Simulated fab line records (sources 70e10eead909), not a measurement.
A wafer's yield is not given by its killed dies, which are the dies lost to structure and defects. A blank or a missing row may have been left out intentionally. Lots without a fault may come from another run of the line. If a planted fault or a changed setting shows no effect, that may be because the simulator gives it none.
fab line records	flow nand-harc
record lots=24	wafers=72	last-day=26
route steps=1159 shown A_STAIRCASE@587
lots with no fault: from the same line, run without faults
start-h: hours from the record's first day to the start of the lot's first wafer shown	wait-h: hours elapsed since this lot's preceding step	" identical to the entry in the row above	L1.1+2: several wafers, shown together as one row	- either no value or no given start	* or withheld: withheld	< > ~ a bound
route shown NAME@n: NAME is a module with steps in the file, n the number in the route of the first one	usual: mean/standard deviation of fault-free wafers	same: alike in all rows	chamber/n: place in a boat	sites: readings site by site	_std_site: standard deviation of those values	_edge_site: outer sites' mean less inner sites'	radius-mm: how far each site lies from the wafer's centre	mask NAME#n: copy n	behind: tool/chamber where the wafer was last shaped	hold: why the lot went on hold/how many hours it stayed there/how the hold came to an end	device: transistor that didn't switch, given as n, p or np	end of line: at the end of the route, the tests of the same wafers	for a step that has no rows: nothing shown but its recipe	killed: dies lost to structure and defects at the first sort, not the wafer's yield	map: the dies of a wafer, with x for killed, . for not killed, _ for no die there
set.NAME: the setting the step ran with; set.NAME@STEP: the setting that earlier step ran with	model.NAME: the simulator's own value behind a step, which no gauge read
steps of the route over a sample of lots; a table a step, a row a wafer
services: the hour from which a tool's chamber was out of use, counted from the record's first day as start-h (under 0 if before that day), plus the number of hours and why
## steps
# step NHARC_A_STAIRCASE_TRIM_193
# recipe time-s=211.2	o2-flow-sccm=500	ar-flow-sccm=0	bias-w=0	chemistry=O2
# usual drypump-motor-current-A=5.8/0.6	oes-product-au=1.003/0.01	rf-vpp-V=57.7/0.97	showerhead-plenum-p-Torr=3.52/0.13	throttle-valve-pct=17.036/0.0091
lot.wafer	tool	chamber	start-h	wait-h	drypump-motor-current-A	oes-product-au	rf-hours-counter-h	rf-vpp-V	showerhead-plenum-p-Torr	throttle-valve-pct
L075.3	rie-diel-05	0	-	-	6.6	1.013	25	57.1	3.38	17.020
L075.4	"	1	"	"	5.2	1.012	29	58.1	3.62	17.050
L075.6	"	0	"	"	6.5	1.015	-	59.6	3.38	17.050
L076.4	rie-diel-13	0	-	-	6.1	0.991	53	57.6	3.31	17.045
L076.1	"	1	"	"	6.4	1.001	55	58.0	3.56	17.030
L076.2	"	2	"	"	5.9	0.994	56	57.6	3.65	17.042
L077.1	rie-diel-05	0	-	-	6.5	1.003	27	57.8	3.38	17.046
L077.3	"	2	"	"	5.3	1.014	30	57.3	3.58	17.031
L077.2	"	3	"	"	6.6	1.004	27	57.7	3.37	17.049
L074.2	rie-diel-05	0	-	-	6.5	0.999	30	56.7	3.38	17.047
L074.5	"	1	"	"	5.2	0.996	-	57.8	3.62	17.030
L074.6	"	2	"	"	5.3	1.015	-	56.6	3.57	17.034
L079.4	rie-diel-09	1	-	-	5.8	1.002	1	57.9	3.64	17.047
L079.1	"	2	"	"	5.7	1.019	1	56.5	3.60	17.041
L079.2	"	0	"	"	5.7	1.011	1	57.7	3.69	17.036
L078.2	rie-diel-05	3	-	-	6.6	0.987	34	59.0	3.36	17.034
L078.4	"	0	"	"	6.6	1.015	35	58.6	3.38	17.037
L078.6	"	1	"	"	5.2	0.999	-	57.4	3.62	17.036
L080.1	rie-diel-13	0	-	-	6.1	0.993	2	57.2	3.30	17.031
L080.2	"	1	"	"	6.4	0.997	2	57.5	3.55	17.028
L080.4	"	3	"	"	5.0	1.022	2	59.3	3.67	17.046
L082.1	rie-diel-05	1	-	-	5.2	1.017	45	57.7	3.61	17.032
L082.3	"	2	"	"	5.3	1.012	44	58.5	3.57	17.038
L082.2	"	3	"	"	6.6	1.003	42	55.8	3.36	17.028
L081.3	rie-diel-09	2	-	-	5.7	1.006	11	57.0	3.59	17.036
L081.4	"	0	"	"	5.7	1.011	10	58.0	3.69	17.039
L081.6	"	1	"	"	5.7	0.990	-	57.0	3.63	17.033
L084.2	rie-diel-05	0	-	-	6.5	0.997	43	55.4	3.37	17.047
L084.3	"	1	"	"	5.2	1.002	46	57.5	3.61	17.045
L084.5	"	3	"	"	6.7	1.001	-	57.6	3.36	17.031
L083.4	rie-diel-05	0	-	-	6.5	1.012	44	57.3	3.37	17.028
L083.6	"	0	"	"	6.5	1.014	-	58.5	3.37	17.030
L083.5	"	1	"	"	5.2	1.009	-	57.0	3.61	17.044
L085.4	rie-diel-09	2	-	-	5.7	1.009	-	58.7	3.58	17.035
L085.5	"	0	"	"	5.7	1.010	-	59.5	3.68	17.030
L085.6	"	1	"	"	5.8	0.991	-	60.0	3.63	17.046
L088.1	rie-diel-05	1	-	-	5.2	0.999	55	56.5	3.61	17.031
L088.5	"	1	"	"	5.2	1.008	-	57.4	3.61	17.032
L088.6	"	2	"	"	5.3	1.023	-	58.3	3.56	17.042
L086.2	rie-diel-05	2	-	-	5.3	1.019	55	57.3	3.56	17.043
L086.3	"	0	"	"	6.5	1.012	54	55.7	3.37	17.049
L086.5	"	2	"	"	5.3	1.017	-	59.0	3.56	17.049
L087.4	rie-diel-05	3	-	-	6.6	0.998	57	57.9	3.35	17.046
L087.3	"	1	"	"	5.2	1.010	59	58.5	3.61	17.034
L087.5	"	3	"	"	6.6	1.001	-	56.0	3.35	17.055
L090.4	rie-diel-09	0	-	-	5.7	1.019	27	57.3	3.68	17.040
L090.3	"	1	"	"	5.8	0.992	28	58.2	3.62	17.028
L090.5	"	0	"	"	5.7	1.005	-	59.3	3.68	17.037
L089.3	rie-diel-05	0	-	-	6.5	1.005	60	56.8	3.37	17.037
L089.2	"	1	"	"	5.2	1.004	61	59.2	3.61	17.037
L089.5	"	1	"	"	5.2	1.008	-	57.7	3.60	17.038
L091.2	rie-diel-09	0	-	-	5.7	1.004	30	59.5	3.67	17.046
L091.1	"	1	"	"	5.8	0.992	31	58.3	3.62	17.030
L091.5	"	2	"	"	5.8	1.004	-	57.6	3.58	17.020
L092.1	rie-diel-13	1	-	-	6.4	1.015	19	57.9	3.54	17.036
L092.6	"	0	"	"	6.1	1.006	-	57.5	3.29	17.030
L092.5	"	1	"	"	6.4	1.009	-	58.5	3.54	17.034
L093.3	rie-diel-13	0	-	-	6.1	0.986	21	57.1	3.29	17.018
L093.1	"	2	"	"	5.9	0.970	23	58.5	3.63	17.044
L093.5	"	1	"	"	6.4	1.002	-	57.4	3.54	17.039
L094.4	rie-diel-05	2	-	-	5.3	1.005	2	58.8	3.56	17.038
L094.3	"	3	"	"	6.7	0.986	2	55.3	3.35	17.022
L094.5	"	2	"	"	5.3	1.012	-	56.8	3.56	17.049
L095.2	rie-diel-05	3	-	-	6.6	0.996	4	56.2	3.35	17.028
L095.1	"	2	"	"	5.3	1.006	4	59.0	3.56	17.055
L095.5	"	3	"	"	6.7	0.983	-	57.8	3.35	17.011
L096.3	rie-diel-05	1	-	-	5.3	0.993	6	59.0	3.60	17.035
L096.2	"	2	"	"	5.3	1.009	6	59.0	3.55	17.056
L096.1	"	3	"	"	6.7	0.991	6	57.4	3.35	17.009
L097.2	rie-diel-13	1	-	-	6.5	0.993	33	56.3	3.54	17.021
L097.3	"	2	"	"	5.9	0.993	36	57.0	3.62	17.030
L097.6	"	3	"	"	5.0	1.011	-	58.5	3.65	17.033
# step NHARC_A_STAIRCASE_TRIM_198
# recipe time-s=211.2	o2-flow-sccm=500	ar-flow-sccm=0	bias-w=0	chemistry=O2
# usual drypump-motor-current-A=5.8/0.57	oes-product-au=1.001/0.012	rf-vpp-V=57.8/0.86	showerhead-plenum-p-Torr=3.53/0.12	throttle-valve-pct=17.036/0.0092
lot.wafer	tool	chamber	start-h	wait-h	drypump-motor-current-A	oes-product-au	rf-hours-counter-h	rf-vpp-V	showerhead-plenum-p-Torr	throttle-valve-pct
L075.4	rie-diel-05	1	-	-	5.2	1.005	29	57.3	3.62	17.036
L075.3	"	2	"	"	5.3	1.020	28	56.6	3.58	17.034
L075.6	"	1	"	"	5.2	1.008	-	56.9	3.62	17.053
L076.4	rie-diel-13	0	-	-	6.1	1.001	53	58.3	3.31	17.026
L076.1	"	1	"	"	6.4	1.008	55	57.3	3.56	17.034
L076.2	"	2	"	"	5.9	1.004	57	58.6	3.65	17.043
L077.1	rie-diel-05	2	-	-	5.3	1.012	30	58.4	3.58	17.025
L077.3	"	3	"	"	6.7	0.993	27	57.3	3.37	17.035
L077.2	"	0	"	"	6.5	1.014	28	56.3	3.38	17.051
L074.2	rie-diel-05	3	-	-	6.7	0.999	31	56.9	3.37	17.025
L074.5	"	0	"	"	6.5	1.005	-	57.7	3.38	17.051
L074.6	"	1	"	"	5.2	1.000	-	57.4	3.62	17.037
L079.2	rie-diel-05	3	-	-	6.7	0.996	35	58.5	3.36	17.037
L079.1	"	0	"	"	6.6	1.015	35	56.6	3.38	17.045
L079.4	"	1	"	"	5.2	0.999	38	58.0	3.62	17.023
L078.2	rie-diel-13	3	-	-	5.1	1.008	59	58.0	3.68	17.026
L078.4	"	1	"	"	6.4	1.001	64	56.3	3.56	17.031
L078.6	"	3	"	"	5.1	1.007	-	59.1	3.68	17.043
L080.4	rie-diel-13	1	-	-	6.4	0.985	2	59.2	3.55	17.034
L080.2	"	3	"	"	5.0	1.015	2	58.7	3.67	17.029
L080.1	"	0	"	"	6.1	0.997	2	58.1	3.30	17.047
L082.2	rie-diel-05	2	-	-	5.3	1.024	44	58.0	3.57	17.038
L082.1	"	3	"	"	6.6	1.001	43	57.0	3.36	17.037
L082.3	"	1	"	"	5.2	1.008	45	58.1	3.61	17.035
L081.4	rie-diel-09	0	-	-	5.7	1.010	10	57.7	3.69	17.035
L081.3	"	1	"	"	5.8	0.993	11	59.7	3.63	17.040
L081.6	"	0	"	"	5.7	1.004	-	58.8	3.69	17.029
L084.3	rie-diel-09	3	-	-	4.8	0.993	11	56.2	3.57	17.026
L084.2	"	1	"	"	5.8	1.001	11	57.4	3.63	17.040
L084.5	"	3	"	"	4.8	0.998	-	57.9	3.57	17.023
L083.4	rie-diel-13	2	-	-	6.0	0.989	3	57.6	3.64	17.025
L083.5	"	3	"	"	5.0	1.012	-	57.0	3.67	17.030
L083.6	"	0	"	"	6.1	0.977	-	57.9	3.30	17.047
L085.6	rie-diel-09	2	-	-	5.8	1.010	-	58.6	3.58	17.026
L085.4	"	0	"	"	5.7	1.011	-	58.6	3.68	17.048
L085.5	"	1	"	"	5.8	1.003	-	57.1	3.63	17.033
L088.1	rie-diel-05	3	-	-	6.7	1.001	52	57.5	3.35	17.026
L088.6	"	3	"	"	6.6	0.996	-	57.5	3.36	17.037
L088.5	"	0	"	"	6.5	1.011	-	56.9	3.37	17.033
L086.2	rie-diel-09	2	-	-	5.7	1.016	22	58.4	3.58	17.031
L086.3	"	0	"	"	5.7	1.001	21	57.5	3.68	17.021
L086.5	"	1	"	"	5.8	0.990	-	59.6	3.62	17.038
L087.4	rie-diel-13	2	-	-	6.0	0.993	16	58.6	3.63	17.046
L087.3	"	3	"	"	5.1	1.014	15	58.6	3.67	17.038
L087.5	"	2	"	"	6.0	0.988	-	58.4	3.63	17.029
L090.3	rie-diel-05	3	-	-	6.7	0.996	59	57.5	3.35	17.060
L090.4	"	0	"	"	6.5	1.001	60	57.3	3.37	17.052
L090.5	"	2	"	"	5.3	1.016	-	56.7	3.56	17.048
L089.3	rie-diel-09	1	-	-	5.7	0.987	29	57.4	3.62	17.028
L089.2	"	2	"	"	5.7	1.002	29	57.7	3.58	17.033
L089.5	"	2	"	"	5.7	1.001	-	58.8	3.58	17.043
L091.2	rie-diel-05	1	-	-	5.2	1.000	65	57.5	3.60	17.031
L091.1	"	0	"	"	6.5	0.998	63	56.7	3.36	17.020
L091.5	"	1	"	"	5.3	0.984	-	57.5	3.60	17.028
L092.1	rie-diel-13	1	-	-	6.4	0.993	19	56.7	3.54	17.036
L092.5	"	1	"	"	6.4	0.989	-	58.7	3.54	17.018
L092.6	"	2	"	"	5.9	0.977	-	58.4	3.63	17.040
L093.3	rie-diel-13	2	-	-	6.0	0.971	24	58.3	3.63	17.034
L093.1	"	1	"	"	6.4	0.998	23	58.5	3.54	17.036
L093.5	"	3	"	"	5.0	1.014	-	55.9	3.66	17.013
L094.4	rie-diel-05	1	-	-	5.2	0.998	2	57.0	3.60	17.031
L094.3	"	2	"	"	5.3	1.021	2	58.7	3.56	17.024
L094.5	"	1	"	"	5.2	0.993	-	57.2	3.60	17.024
L095.2	rie-diel-13	2	-	-	6.0	0.974	29	58.9	3.62	17.031
L095.1	"	3	"	"	5.1	1.000	31	57.3	3.66	17.048
L095.5	"	2	"	"	5.9	0.976	-	57.6	3.62	17.041
L096.1	rie-diel-09	3	-	-	4.8	1.001	40	58.2	3.55	17.031
L096.2	"	1	"	"	5.8	0.994	47	58.8	3.61	17.053
L096.3	"	2	"	"	5.7	1.005	38	58.4	3.57	17.044
L097.2	rie-diel-05	3	-	-	6.6	0.998	10	60.0	3.34	17.031
L097.3	"	0	"	"	6.5	1.003	11	56.4	3.36	17.035
L097.6	"	2	"	"	5.3	1.007	-	58.3	3.55	17.025
# step NHARC_A_STAIRCASE_ETCH_199
# recipe target-depth-a=1000	time-s=40.5	ion-energy-ev=400	c4f8-flow-sccm=20	o2-flow-sccm=10	ar-flow-sccm=withheld	rf-w=600	bias-w=1000	chemistry=C4F8/O2
# usual oes-product-au=0.940/0.012	rf-vpp-V=896/4.5
lot.wafer	tool	chamber	start-h	wait-h	oes-product-au	rf-hours-counter-h	rf-vpp-V
L075.3	rie-diel-05	1	-	-	0.942	29	900
L075.4	"	3	"	"	0.948	25	890
L075.6	"	2	"	"	0.958	-	899
L076.1	rie-diel-13	2	-	-	0.933	57	899
L076.4	"	3	"	"	0.929	49	900
L076.2	"	0	"	"	0.925	53	886
L077.3	rie-diel-05	3	-	-	0.927	28	891
L077.2	"	0	"	"	0.942	28	890
L077.1	"	2	"	"	0.949	30	899
L074.2	rie-diel-05	0	-	-	0.942	31	891
L074.5	"	0	"	"	0.932	-	892
L074.6	"	1	"	"	0.924	-	898
L079.1	rie-diel-05	2	-	-	0.963	37	897
L079.4	"	3	"	"	0.932	35	889
L079.2	"	1	"	"	0.943	38	900
L078.4	rie-diel-13	3	-	-	0.931	59	900
L078.2	"	2	"	"	0.925	68	900
L078.6	"	0	"	"	0.922	-	888
L080.4	rie-diel-13	3	-	-	0.948	2	902
L080.2	"	0	"	"	0.931	2	890
L080.1	"	2	"	"	0.936	2	898
L082.3	rie-diel-05	1	-	-	0.955	45	897
L082.1	"	2	"	"	0.963	44	898
L082.2	"	3	"	"	0.938	43	891
L081.3	rie-diel-09	3	-	-	0.958	10	897
L081.4	"	0	"	"	0.960	10	901
L081.6	"	2	"	"	0.946	-	899
L084.3	rie-diel-09	2	-	-	0.944	11	899
L084.2	"	1	"	"	0.931	11	899
L084.5	"	2	"	"	0.930	-	897
L083.4	rie-diel-13	3	-	-	0.945	3	900
L083.6	"	1	"	"	0.935	-	897
L083.5	"	2	"	"	0.939	-	901
L088.1	rie-diel-05	1	-	-	0.954	55	899
L088.5	"	1	"	"	0.958	-	899
L088.6	"	2	"	"	0.959	-	896
L085.6	rie-diel-09	0	-	-	0.932	-	902
L085.5	"	1	"	"	0.928	-	900
L085.4	"	2	"	"	0.940	-	898
L086.2	rie-diel-09	1	-	-	0.941	22	900
L086.3	"	2	"	"	0.959	22	899
L086.5	"	0	"	"	0.953	-	901
L087.3	rie-diel-13	0	-	-	0.946	15	887
L087.4	"	2	"	"	0.921	16	899
L087.5	"	0	"	"	0.941	-	886
L090.3	rie-diel-05	0	-	-	0.941	60	890
L090.4	"	1	"	"	0.935	62	899
L090.5	"	1	"	"	0.939	-	898
L089.3	rie-diel-09	1	-	-	0.936	29	900
L089.2	"	0	"	"	0.959	28	902
L089.5	"	1	"	"	0.935	-	900
L091.1	rie-diel-05	1	-	-	0.935	65	898
L091.2	"	3	"	"	0.935	63	889
L091.5	"	1	"	"	0.929	-	898
L092.1	rie-diel-13	2	-	-	0.915	20	899
L092.5	"	1	"	"	0.944	-	897
L092.6	"	2	"	"	0.910	-	901
L093.1	rie-diel-13	0	-	-	0.930	22	887
L093.3	"	2	"	"	0.923	24	899
L093.5	"	0	"	"	0.929	-	888
L094.4	rie-diel-05	2	-	-	0.954	2	897
L094.3	"	3	"	"	0.926	2	890
L094.5	"	3	"	"	0.931	-	889
L095.2	rie-diel-13	2	-	-	0.917	30	900
L095.1	"	3	"	"	0.940	31	901
L095.5	"	2	"	"	0.921	-	899
L096.3	rie-diel-09	2	-	-	0.946	38	897
L096.2	"	3	"	"	0.948	40	897
L096.1	"	1	"	"	0.953	47	900
L097.3	rie-diel-05	2	-	-	0.949	10	896
L097.2	"	0	"	"	0.945	11	888
L097.6	"	2	"	"	0.942	-	897
# step NHARC_A_STAIRCASE_TRIM_226
# recipe time-s=211.2	o2-flow-sccm=500	ar-flow-sccm=0	bias-w=0	chemistry=O2
# usual drypump-motor-current-A=5.8/0.58	oes-product-au=1.000/0.012	rf-vpp-V=57.7/1	showerhead-plenum-p-Torr=3.54/0.12	throttle-valve-pct=17.036/0.0088
lot.wafer	tool	chamber	start-h	wait-h	drypump-motor-current-A	oes-product-au	rf-hours-counter-h	rf-vpp-V	showerhead-plenum-p-Torr	throttle-valve-pct
L075.4	rie-diel-13	2	-	-	6.0	0.982	57	58.9	3.65	17.033
L075.3	"	3	"	"	5.0	0.998	49	57.3	3.68	17.041
L075.6	"	0	"	"	6.2	0.996	-	55.9	3.31	17.032
L076.1	rie-diel-09	0	-	-	5.7	0.987	62	59.1	3.69	17.035
L076.4	"	1	"	"	5.8	0.972	62	55.9	3.64	17.045
L076.2	"	3	"	"	4.7	0.991	61	56.8	3.57	17.032
L077.3	rie-diel-05	0	-	-	6.5	1.009	29	57.1	3.38	17.034
L077.2	"	2	"	"	5.3	1.018	31	57.2	3.58	17.038
L077.1	"	3	"	"	6.7	1.001	29	56.6	3.37	17.032
L074.2	rie-diel-05	2	-	-	5.3	1.009	36	57.4	3.57	17.048
L074.5	"	0	"	"	6.5	1.003	-	57.7	3.38	17.034
L074.6	"	1	"	"	5.2	0.997	-	56.9	3.62	17.029
L078.4	rie-diel-09	0	-	-	5.7	1.017	2	57.8	3.69	17.030
L078.2	"	2	"	"	5.8	1.001	2	59.1	3.59	17.034
L078.6	"	0	"	"	5.7	1.007	-	60.3	3.69	17.035
L079.2	rie-diel-13	2	-	-	6.0	0.986	68	58.8	3.64	17.031
L079.1	"	3	"	"	5.0	1.006	60	58.4	3.68	17.031
L079.4	"	0	"	"	6.1	0.984	63	58.2	3.30	17.038
L080.1	rie-diel-05	1	-	-	5.2	1.010	47	58.4	3.61	17.043
L080.4	"	2	"	"	5.3	1.016	46	56.8	3.57	17.039
L080.2	"	3	"	"	6.7	0.996	44	58.0	3.36	17.045
L082.2	rie-diel-13	0	-	-	6.1	0.988	4	58.0	3.30	17.034
L082.3	"	1	"	"	6.4	0.995	3	57.3	3.55	17.033
L082.1	"	3	"	"	5.0	1.011	4	58.9	3.67	17.038
L081.3	rie-diel-09	1	293.62	-	5.8	0.991	14	57.8	3.63	17.039
L081.4	"	2	"	"	5.8	1.000	14	55.9	3.59	17.025
L081.6	"	0	"	"	5.7	0.995	-	58.4	3.68	17.023
L084.2	rie-diel-05	3	-	-	6.6	1.001	46	56.5	3.36	17.030
L084.3	"	0	"	"	6.5	1.013	46	57.6	3.37	17.036
L084.5	"	3	"	"	6.7	1.007	-	56.9	3.36	17.036
L083.4	rie-diel-05	0	-	-	6.6	1.009	47	57.4	3.37	17.024
L083.6	"	1	"	"	5.2	1.001	-	58.2	3.61	17.047
L083.5	"	2	"	"	5.3	1.025	-	57.9	3.57	17.051
L088.1	rie-diel-09	2	-	-	5.7	1.018	21	59.1	3.58	17.041
L088.5	"	1	"	"	5.7	0.992	-	56.4	3.62	17.043
L088.6	"	0	"	"	5.7	0.998	-	58.8	3.68	17.046
L085.4	rie-diel-13	2	-	-	6.0	0.995	10	59.5	3.63	17.034
L085.5	"	3	"	"	5.1	1.015	-	58.3	3.67	17.027
L085.6	"	0	"	"	6.1	0.993	-	56.6	3.29	17.037
L086.3	rie-diel-13	3	-	-	5.1	0.996	13	57.4	3.67	17.031
L086.2	"	0	"	"	6.1	0.994	13	56.3	3.29	17.039
L086.5	"	3	"	"	5.1	1.001	-	57.1	3.67	17.040
L087.4	rie-diel-05	2	-	-	5.3	1.017	59	58.0	3.56	17.044
L087.3	"	3	"	"	6.7	0.979	58	59.5	3.35	17.027
L087.5	"	3	"	"	6.6	0.983	-	57.6	3.35	17.043
L090.4	rie-diel-05	3	-	-	6.6	0.996	61	56.4	3.35	17.036
L090.3	"	0	"	"	6.5	1.008	61	56.3	3.36	17.026
L090.5	"	0	"	"	6.5	1.004	-	58.2	3.36	17.033
L089.2	rie-diel-05	1	-	-	5.3	1.006	63	58.0	3.60	17.047
L089.3	"	3	"	"	6.6	1.007	61	57.7	3.35	17.030
L089.5	"	1	"	"	5.2	1.008	-	56.3	3.60	17.034
L091.2	rie-diel-09	2	-	-	5.8	1.004	34	58.2	3.58	17.035
L091.1	"	1	"	"	5.8	0.998	33	57.1	3.62	17.024
L091.5	"	3	"	"	4.8	0.996	-	57.1	3.56	17.028
L092.1	rie-diel-09	3	-	-	4.8	0.988	26	58.4	3.56	17.032
L092.5	"	1	"	"	5.8	0.975	-	57.8	3.62	17.044
L092.6	"	2	"	"	5.8	1.002	-	57.6	3.58	17.046
L093.3	rie-diel-09	1	-	-	5.8	0.975	35	59.5	3.62	17.041
L093.1	"	3	"	"	4.8	0.977	28	58.2	3.56	17.034
L093.5	"	2	"	"	5.8	1.005	-	59.0	3.58	17.042
L094.3	rie-diel-05	2	-	-	5.3	1.011	4	56.3	3.56	17.044
L094.4	"	0	"	"	6.6	1.005	4	57.3	3.36	17.036
L094.5	"	1	"	"	5.2	0.981	-	58.4	3.60	17.036
L095.1	rie-diel-13	1	-	-	6.4	1.003	29	58.6	3.54	17.036
L095.2	"	3	"	"	5.0	1.015	32	56.6	3.66	17.050
L095.5	"	1	"	"	6.4	0.996	-	57.5	3.54	17.037
L096.3	rie-diel-05	1	-	-	5.2	0.999	9	57.4	3.60	17.045
L096.2	"	2	"	"	5.3	1.014	9	57.8	3.55	17.027
L096.1	"	0	"	"	6.5	1.002	9	57.9	3.36	17.022
L097.3	rie-diel-05	2	-	-	5.3	1.013	12	59.2	3.55	17.045
L097.2	"	1	"	"	5.3	0.981	12	57.9	3.60	17.032
L097.6	"	3	"	"	6.7	0.997	-	56.0	3.34	17.036
# step NHARC_A_STAIRCASE_DEP_301
# recipe target-thk-a=300	target-thk-nm=30	temp-c=400	pressure-torr=3.5	flow-sccm=200	rf-w=350	material=SiON
# usual heater-power-w=692/100
lot.wafer	tool	chamber	start-h	wait-h	heater-power-w
L075.3	pecvd-01	2	263.94	1.0	874
L075.4	"	2	"	"	842
L075.6	"	0	"	"	843
L076.1	pecvd-02	2	265.82	1.6	639
L076.2	"	1	"	"	524
L076.4	"	2	"	"	632
L077.3	pecvd-01	2	270.20	0.9	778
L077.2	"	0	"	"	827
L077.1	"	1	"	"	529
L074.2	pecvd-02	0	277.52	1.2	717
L074.5	"	0	"	"	741
L074.6	"	1	"	"	622
L079.1	pecvd-01	0	282.72	1.6	756
L079.2	"	1	"	"	493
L079.4	"	2	"	"	830
L078.2	pecvd-01	0	283.41	1.3	825
L078.6	"	2	"	"	784
L078.4	"	0	"	"	824
L080.1	pecvd-04	1	307.95	1.6	703
L080.2	"	2	"	"	705
L080.4	"	0	"	"	693
L082.3	pecvd-01	1	308.33	0.9	528
L082.2	"	2	"	"	720
L082.1	"	0	"	"	780
L081.3	pecvd-02	1	310.18	0.9	622
L081.6	"	1	"	"	610
L081.4	"	2	"	"	736
L084.3	pecvd-01	1	313.05	1.0	583
L084.2	"	2	"	"	839
L084.5	"	1	"	"	592
L083.6	pecvd-01	0	314.13	0.2	833
L083.5	"	1	"	"	539
L083.4	"	2	"	"	821
L088.1	pecvd-04	1	329.48	1.5	854
L088.5	"	1	"	"	843
L088.6	"	0	"	"	703
L085.5	pecvd-02	0	330.86	0.4	667
L085.4	"	1	"	"	572
L085.6	"	2	"	"	709
L086.2	pecvd-01	1	336.37	1.3	531
L086.3	"	0	"	"	714
L086.5	"	1	"	"	520
L087.3	pecvd-04	1	342.53	1.0	824
L087.5	"	2	"	"	723
L087.4	"	1	"	"	850
L090.3	pecvd-01	2	346.52	1.0	765
L090.5	"	0	"	"	695
L090.4	"	2	"	"	766
L089.2	pecvd-04	0	346.80	1.3	675
L089.3	"	1	"	"	813
L089.5	"	0	"	"	702
L091.2	pecvd-01	2	356.37	1.3	862
L091.1	"	0	"	"	694
L091.5	"	2	"	"	860
L092.1	pecvd-01	1	359.62	1.6	479
L092.5	"	0	"	"	698
L092.6	"	1	"	"	499
L093.3	pecvd-01	0	361.43	1.0	743
L093.1	"	1	"	"	572
L093.5	"	1	"	"	563
L094.3	pecvd-02	0	377.04	1.0	683
L094.5	"	0	"	"	693
L094.4	"	2	"	"	754
L095.1	pecvd-02	2	384.35	1.6	764
L095.2	"	0	"	"	692
L095.5	"	1	"	"	582
L096.2	pecvd-04	0	389.81	1.2	648
L096.3	"	1	"	"	772
L096.1	"	2	"	"	583
L097.2	pecvd-02	1	396.46	1.3	519
L097.3	"	2	"	"	725
L097.6	"	2	"	"	753
# step NHARC_A_STAIRCASE_ETCHBACK_416
# recipe target-depth-a=360	time-s=7.2	c4f8-flow-sccm=withheld	o2-flow-sccm=8	ar-flow-sccm=withheld	rf-w=600	bias-w=800	chemistry=C4F8/O2/Ar
# usual oes-product-au=0.936/0.027	rf-vpp-V=723/4
lot.wafer	tool	chamber	start-h	wait-h	oes-product-au	rf-hours-counter-h	rf-vpp-V
L075.3	rie-diel-05	2	-	-	0.929	38	725
L075.4	"	3	"	"	0.924	35	718
L075.6	"	2	"	"	0.941	-	724
L076.4	rie-diel-09	2	-	-	1.004	2	725
L076.2	"	3	"	"	0.998	2	723
L076.1	"	0	"	"	1.007	2	728
L077.3	rie-diel-05	3	-	-	0.929	36	718
L077.2	"	0	"	"	0.929	37	719
L077.1	"	1	"	"	0.919	40	726
L074.2	rie-diel-05	3	-	-	0.922	39	718
L074.6	"	2	"	"	0.947	-	725
L074.5	"	3	"	"	0.931	-	718
L079.1	rie-diel-05	2	-	-	0.948	44	724
L079.2	"	3	"	"	0.930	42	717
L079.4	"	0	"	"	0.937	42	718
L078.4	rie-diel-13	0	-	-	0.991	3	716
L078.2	"	1	"	"	0.979	2	724
L078.6	"	3	"	"	1.009	-	727
L081.4	rie-diel-13	0	-	-	0.916	10	715
L081.3	"	1	"	"	0.927	9	725
L081.6	"	2	"	"	0.925	-	726
L080.4	rie-diel-05	2	-	-	0.943	54	724
L080.2	"	3	"	"	0.914	53	718
L080.1	"	0	"	"	0.930	53	718
L082.1	rie-diel-05	0	-	-	0.933	53	720
L082.3	"	1	"	"	0.929	56	726
L082.2	"	2	"	"	0.936	54	725
L084.2	rie-diel-13	0	-	-	0.919	11	717
L084.3	"	1	"	"	0.928	10	725
L084.5	"	3	"	"	0.931	-	727
L083.4	rie-diel-13	0	-	-	0.919	11	715
L083.6	"	0	"	"	0.920	-	716
L083.5	"	1	"	"	0.934	-	724
L088.1	rie-diel-09	0	-	-	0.916	29	728
L088.5	"	1	"	"	0.915	-	727
L088.6	"	2	"	"	0.921	-	726
L085.4	rie-diel-05	0	-	-	0.933	62	718
L085.5	"	3	"	"	0.933	-	716
L085.6	"	0	"	"	0.946	-	718
L086.3	rie-diel-13	1	-	-	0.931	20	725
L086.2	"	3	"	"	0.932	20	727
L086.5	"	1	"	"	0.924	-	722
L087.4	rie-diel-09	3	-	-	0.927	28	725
L087.3	"	1	"	"	0.930	34	725
L087.5	"	0	"	"	0.932	-	727
L090.4	rie-diel-13	3	-	-	0.927	25	728
L090.3	"	1	"	"	0.916	24	724
L090.5	"	3	"	"	0.925	-	728
L089.3	rie-diel-05	3	-	-	0.997	1	717
L089.2	"	0	"	"	1.003	1	720
L089.5	"	3	"	"	0.981	-	718
L091.2	rie-diel-05	3	363.32	3.0	0.926	5	718
L091.1	"	1	"	"	0.922	5	725
L091.5	"	0	"	"	0.924	-	718
L092.1	rie-diel-05	0	-	-	0.923	6	719
L092.5	"	2	"	"	0.929	-	724
L092.6	"	3	"	"	0.915	-	719
L093.1	rie-diel-05	1	-	-	0.913	6	726
L093.3	"	3	"	"	0.916	6	717
L093.5	"	0	"	"	0.927	-	717
L094.3	rie-diel-09	3	386.13	4.4	0.921	42	725
L094.5	"	3	"	"	0.919	-	724
L094.4	"	1	"	"	0.919	-	724
L095.2	rie-diel-13	3	-	-	0.940	43	728
L095.1	"	2	"	"	0.907	42	726
L095.5	"	0	"	"	0.921	-	714
L096.2	rie-diel-09	2	-	-	0.917	46	726
L096.1	"	0	"	"	1.000	35	727
L096.3	"	1	"	"	0.922	55	727
L097.3	rie-diel-09	0	402.92	2.7	0.993	38	728
L097.2	"	2	"	"	0.919	48	724
L097.6	"	0	"	"	0.990	-	727
## services
tool	chamber	start-h	hours	kind
pecvd-01	-	230.57	0.6	repair
pecvd-01	-	237.03	13.0	pm
rie-diel-05	0	246.26	-	clean
rie-diel-05	1	246.26	-	clean
rie-diel-05	2	246.26	-	clean
rie-diel-05	3	246.26	-	clean
rie-diel-09	-	254.22	9.0	pm
rie-diel-05	0	270.76	-	clean
rie-diel-05	1	270.76	-	clean
rie-diel-05	2	270.76	-	clean
rie-diel-05	3	270.76	-	clean
rie-diel-13	-	276.17	9.0	pm
pecvd-01	-	292.38	1.7	repair
rie-diel-05	0	295.30	-	clean
rie-diel-05	1	295.30	-	clean
rie-diel-05	2	295.30	-	clean
rie-diel-05	3	295.30	-	clean
pecvd-02	-	334.32	13.0	pm
rie-diel-09	0	353.62	40.8	repair
rie-diel-09	2	354.77	10.6	repair
rie-diel-09	2	366.19	2.7	repair
pecvd-04	-	376.57	13.0	pm
rie-diel-05	0	384.98	7.7	repair
rie-diel-05	3	385.22	1.5	repair
## key
fault none
